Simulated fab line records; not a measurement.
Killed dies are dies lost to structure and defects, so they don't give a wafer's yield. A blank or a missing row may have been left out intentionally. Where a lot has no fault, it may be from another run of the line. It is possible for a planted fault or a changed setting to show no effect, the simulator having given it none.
Matching of chambers -- flow n5Finfet -- 4 sister chambers for N5_BEOL_M11_ETCH_65 on rieDiel-01
The step etches SiARC in CF4, target depth 39 nm, time 65 s. 4 wafers are shown with their chamber, then 7 later ones without.

WAFERS, EACH WITH ITS CHAMBER
wafer,chamber,drypumpMotorCurrentA (A)
L372.1,0,5.2
L377.3,1,5.5
L380.1,2,6.1
L380.2,3,5.4

WAFERS WHOSE CHAMBER IS MISSING
wafer,drypumpMotorCurrentA (A)
L380.5,5.5
L385.1,5.2
L385.2,5.5
L385.3,6.1
L389.1,5.3
L389.4,5.3
L389.5,6.1

WHICH CHAMBER EACH WENT THROUGH
wafer,from the rows above,in truth
L380.5,can't be placed: 1 or 3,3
L385.1,0,0
L385.2,can't be placed: 1 or 3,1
L385.3,2,2
L389.1,can't be placed: 0 or 3 or 1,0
L389.4,can't be placed: 0 or 3 or 1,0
L389.5,2,2
3 of 7 placed correctly. Not placeable from these rows: 4 (in 4, the candidates include the true chamber). Wrongly placed: 0.
How it was worked out, from the rows above alone: a wafer's distance from a chamber is the root of the sum, over the readings, of the square of ((its reading less the chamber's mean) divided by the reading's scatter). If the next closest chamber is less than 2 further off than the closest, the wafer can't be placed; otherwise it belongs to the closest. A chamber's mean is the mean of its shown wafers. The scatter (one wafer shown for each chamber): square how far every hidden wafer sits from the nearest shown wafer, average those squares and take the square root.
